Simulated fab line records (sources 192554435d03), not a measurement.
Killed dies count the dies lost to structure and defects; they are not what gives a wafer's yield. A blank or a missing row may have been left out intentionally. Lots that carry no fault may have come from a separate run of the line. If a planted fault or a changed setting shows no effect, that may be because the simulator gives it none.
A struck lot beside a sound one -- flow n5_finfet -- 38 steps out of a route of 1938
Sound: these wafers, L485.4, L485.5, L485.6. Struck: wafer L493.2 (left out: L493.1, L493.6 of the same lot, which were not struck); the cause appears at the end.
Each step with rows lists, per side, the tool, then ch with its chambers, then its first start. Under that, the readings that differ: sound wafers -- struck wafers -- difference of the means -- sigmas: that difference in standard deviations of wafers without a fault.
alike: a reading whose means differ by less than 2 such deviations, as well as words and numbers matching on both sides. not compared: withheld readings; readings where some wafer has no value; bounds like >300 that might hide an equal value; numbers whose values overlap and for which the record gives no deviation.
A row with sigmas, a row that says differs or no value, or rows on one side alone: a step with any of these is where the two part. When numbers do not overlap yet have no deviation, they are printed without sigmas and do not part them. A reading missing from all wafers of one side parts the sides only when that side holds two or more wafers.

first, 9 steps without rows for these wafers: N5_SDB_COAT_04 (time 60 s, resist thk 18 nm); N5_SDB_COAT_05 (resist thk 90 nm); N5_SDB_EBR_07; N5_SDB_SOFTBAKE_06 (time 60 s); N5_SDB_EXPOSE_08 (exposes mask SDB); N5_SDB_PEB_09 (peb time 60 s); N5_SDB_DEVELOP_10 (develop time 30 s); N5_SDB_DESCUM_16 (chemistry O2, time 7.9 s); N5_SDB_ETCH_17 (etches SiARC in CF4, target depth 23.4 nm, time 39 s).
N5_SDB_ETCH_18: etches SOC in N2/H2, target depth 100 nm, overetch 20 nm, time 150 s.
  sound on rie_diel-06 ch 1,2,3, day 3 23:41; struck on rie_diel-06 ch 3, day 6 01:49
reading,sound,struck,difference,sigmas
drypump_motor_current_A (A),5.3 6.5 5.0,6.5,+0.9,+2
model.etch.depth_nm (nm),100.3 100.3 100.3,93.26,-7.04,
model.SiARC_of_SDB_COAT_04.thk_nm (nm),12.6 12.8 12.8,13.8,+1.1,
  alike: chamber_pressure_mTorr, oes_product_au, rf_vpp_V, showerhead_plenum_p_Torr, throttle_valve_pct
  not compared: rf_hours_counter_h
then, 26 steps without rows for these wafers: N5_SDB_STRIP_19 (strips in N2/H2); N5_SDB_STRIP_21 (strips in CF4); N5_SDB_HM_OPEN_20 (chemistry CH3F/O2, target SiNx, stops on poly-Si, target depth 24 nm); N5_SDB_STRIP_22 (strips in N2/H2); N5_SDB_PRECLEAN_23 (cleans in dHF, time 30 s); N5_SDB_DUMMY_REMOVE_24 (chemistry TMAH, target poly-Si, stops on SiO2, target depth 142 nm, time 57 s, rinse time 30 s); N5_SDB_ETCH_25 (etches SiO2 in C4F6/O2, target depth 10 nm, time 3.3 s); N5_SDB_CUT_ETCH_26 (etches Si in HBr/Cl2/O2, target depth 129.6 nm, bt time 20 s, time 51.8 s); N5_SDB_PRECLEAN_38 (cleans in dHF, time 10 s); N5_SDB_PRECLEAN_39 (cleans in O3/DIW, time 45 s); N5_SDB_SRD_28 (time 30 s); N5_SDB_ALD_29 (deposits SiNx, target thk 30 nm, pulse time 1 s, ald cycles 600); N5_SDB_CMP_30 (polishes, stops on poly-Si, t overpolish 1.54 s, target thk 30 nm); N5_DUMMY_REMOVAL_HM_STRIP_01 (strips SiNx in CH3F/O2, stops on poly-Si, target depth 4 nm, time 6.8 s); N5_DUMMY_REMOVAL_STRIP_10 (strips in N2/H2, time 40 s); N5_DUMMY_REMOVAL_PRECLEAN_07 (cleans in dHF, time 30 s); N5_DUMMY_REMOVAL_DUMMY_REMOVE_02 (chemistry TMAH, target poly-Si, stops on SiO2, target depth 142 nm, time 57 s, rinse time 30 s); N5_DUMMY_REMOVAL_PRECLEAN_08 (cleans in NF3:NH3, afs cycles 2, time 20 s, sublimation time 60 s); N5_DUMMY_REMOVAL_PRECLEAN_04 (cleans in DHF, time 37 s); N5_DUMMY_REMOVAL_SRD_05 (time 30 s); N5_HKMG_FIN_IL_REGROW_00 (material SiO2, chemistry O3, target thk 0.75 nm, time 30 s); N5_HKMG_FIN_HK_ALD_01 (deposits HfO2, target thk 1.6 nm, pulse time 3 s, purge time 3 s); N5_HKMG_FIN_HK_ANNEAL_02 (time 30 s); N5_HKMG_FIN_ALD_74 (deposits La2O3, target thk 0.5 nm, pulse time 6 s, co reactant pulse time 1 s); N5_HKMG_FIN_ALD_75 (deposits Al2O3, target thk 1 nm, co reactant pulse time 1 s); N5_HKMG_FIN_COAT_41 (time 60 s, resist thk 300 nm).
N5_BEOL_M4_RC_MEAS_101:
  the record has rows for the sound wafers here (prober-02 ch 0, day 8 03:07) and none for the struck ones
-- the record jumps here: 9 days lie between the struck wafers' starts before and after (it left off in module BEOL_M4 and takes up again in module PASSIVATION, whose first step shown is number 1936 of the route) --
N5_PASSIVATION_PROBE_49:
  rows exist in the record for the struck wafers here (prober-02, day 14 16:03), but not for the sound ones

## WHERE THEY PART
Earliest at N5_SDB_ETCH_18; latest, in this record, at N5_PASSIVATION_PROBE_49.

WHY: what had been put in by the simulator
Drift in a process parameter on rie_diel-06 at N5_SDB_ETCH_18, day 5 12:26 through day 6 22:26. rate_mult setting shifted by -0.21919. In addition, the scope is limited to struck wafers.
